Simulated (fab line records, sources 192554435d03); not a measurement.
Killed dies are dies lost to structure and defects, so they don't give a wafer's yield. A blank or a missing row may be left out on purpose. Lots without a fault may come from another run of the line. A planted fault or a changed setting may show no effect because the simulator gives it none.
Which tool did it? | flow n5_finfet | 14 lots, 42 wafers sampled, at 4 steps of a route of 1938

WHAT THE GAUGES READ, wafer by wafer
N5_WELL_APT_OVL_MEAS_09.
lot  | measured    | on         | NWELL_OVL (nm)
L598 | day 2 01:37 | overlay-02 | 6 -1 1
L599 | day 2 07:52 | overlay-01 | -1 -12 -4
L600 | day 2 13:37 | overlay-01 | 3 10 3
L601 | day 2 19:52 | overlay-01 | -3 -2 8
L602 | day 3 01:43 | overlay-02 | 10 3 3
L604 | day 3 13:43 | overlay-02 | 4 5 1
L605 | day 3 20:08 | overlay-02 | 4 5 1
L606 | day 4 01:44 | overlay-01 | 0 2 3
L613 | day 5 19:37 | overlay-01 | -4 15 10
L615 | day 6 08:15 | overlay-01 | 9 7 8
L616 | day 6 13:43 | overlay-01 | 12 18 7
L617 | day 6 19:52 | overlay-02 | 13 10 10
L618 | day 7 02:18 | overlay-01 | 8 2 3
L619 | day 7 08:04 | overlay-01 | 5 0 0

N5_WELL_APT_OVL_MEAS_26.
lot  | measured    | on         | PWELL_OVL (nm)
L598 | day 2 02:59 | overlay-01 | -3 3 -5
L599 | day 2 09:07 | overlay-02 | 4 16 1
L600 | day 2 15:07 | overlay-02 | -7 -7 -4
L601 | day 2 21:00 | overlay-01 | 6 10 7
L602 | day 3 02:58 | overlay-01 | -2 1 -3
L604 | day 3 15:15 | overlay-01 | 0 -5 8
L605 | day 3 21:15 | overlay-02 | -6 -8 -2
L606 | day 4 03:07 | overlay-02 | 1 -6 1
L613 | day 5 21:29 | overlay-01 | 6 9 9
L615 | day 6 09:23 | overlay-02 | 1 6 -1
L616 | day 6 15:11 | overlay-02 | 3 1 3
L617 | day 6 21:07 | overlay-02 | -1 -3 -2
L618 | day 7 03:40 | overlay-02 | 7 13 6
L619 | day 7 09:20 | overlay-02 | 3 5 4

N5_WELL_APT_INSPECT_38: inspects for defects (darkfield).
lot  | measured    | on                | raw_defect_count
L598 | day 2 04:58 | defect_inspect-01 | 12 15 15
L599 | day 2 10:52 | defect_inspect-01 | 12 14 13
L600 | day 2 16:49 | defect_inspect-01 | 4 9 16
L601 | day 2 23:04 | defect_inspect-01 | 19 15 6
L602 | day 3 04:53 | defect_inspect-02 | 17 9 12
L604 | day 3 17:14 | defect_inspect-02 | 16 21 19
L605 | day 3 23:14 | defect_inspect-02 | 13 17 20
L606 | day 4 04:59 | defect_inspect-02 | 10 16 6
L613 | day 5 23:41 | defect_inspect-02 | 15 22 12
L615 | day 6 11:07 | defect_inspect-01 | 17 16 13
L616 | day 6 17:02 | defect_inspect-01 | 17 14 15
L617 | day 6 23:05 | defect_inspect-01 | 13 11 9
L618 | day 7 05:23 | defect_inspect-01 | 10 20 14
L619 | day 7 11:01 | defect_inspect-02 | 18 18 13

WHICH TOOL RAN EACH LOT (tool, then ch and the chambers of the sampled wafers, then the start)
lot  | N5_WELL_APT_IMPLANT_32
L598 | implanter-02 ch 0, day 2 03:19
L599 | implanter-01 ch 0, day 2 09:29
L600 | implanter-02 ch 0, day 2 15:27
L601 | implanter-01 ch 0, day 2 21:22
L602 | implanter-01 ch 0, day 3 03:20
L604 | implanter-02 ch 0, day 3 15:37
L605 | implanter-01 ch 0, day 3 21:35
L606 | implanter-02 ch 0, day 4 03:31
L613 | implanter-01 ch 0, day 5 22:12
L615 | implanter-01 ch 0, day 6 09:44
L616 | implanter-01 ch 0, day 6 15:38
L617 | implanter-02 ch 0, day 6 21:31
L618 | implanter-02 ch 0, day 7 04:07
L619 | implanter-01 ch 0, day 7 09:40
- N5_WELL_APT_IMPLANT_32

WHAT THE TOOLS THEMSELVES READ (means of the sampled wafers that have a number; where no wafer has one, the mark that the record gives instead)
N5_WELL_APT_IMPLANT_32.
lot  | tool         | beam_energy_keV
L598 | implanter-02 | 50.017
L599 | implanter-01 | 50.001
L600 | implanter-02 | 50.005
L601 | implanter-01 | 49.995
L602 | implanter-01 | 50.010
L604 | implanter-02 | 56.672
L605 | implanter-01 | 50.005
L606 | implanter-02 | 56.677
L613 | implanter-01 | 49.998
L615 | implanter-01 | 50.007
L616 | implanter-01 | 50.017
L617 | implanter-02 | 49.996
L618 | implanter-02 | 49.987
L619 | implanter-01 | 49.998

THE ANSWER, worked out from the rows above alone
Rule: what is usual is taken from the lots themselves. Put in order of their means at a reading, lots are off if they are a third of the lots or fewer, leave a main group of 4 or more, and stand apart from it by a gap of 3 or more times the standard deviation of the main group's means; of several such gaps the widest counts. A main group whose means are all the same, to the digits that the tables above print for the reading, isn't used. A lot without any number at a reading at which 4 lots or more have one is off too. The other lots that the step has rows for count as sound. The gauges are gone through in route order, then the tools' own readings, and for those a lot's mean is taken as printed above. The first step at which some lot is off is used, and at that step the reading that is off furthest; a lot without a number counts as furthest.
Off: L604, L606, at N5_WELL_APT_IMPLANT_32 (beam_energy_keV). The main group: mean 50.003, standard deviation 0.0086.
A tool fits if, at that step or a process step before it, it ran every lot that is off, and no sound lot after the first of them. None of those tried fits.

WHAT THE SIMULATOR HAD PUT IN
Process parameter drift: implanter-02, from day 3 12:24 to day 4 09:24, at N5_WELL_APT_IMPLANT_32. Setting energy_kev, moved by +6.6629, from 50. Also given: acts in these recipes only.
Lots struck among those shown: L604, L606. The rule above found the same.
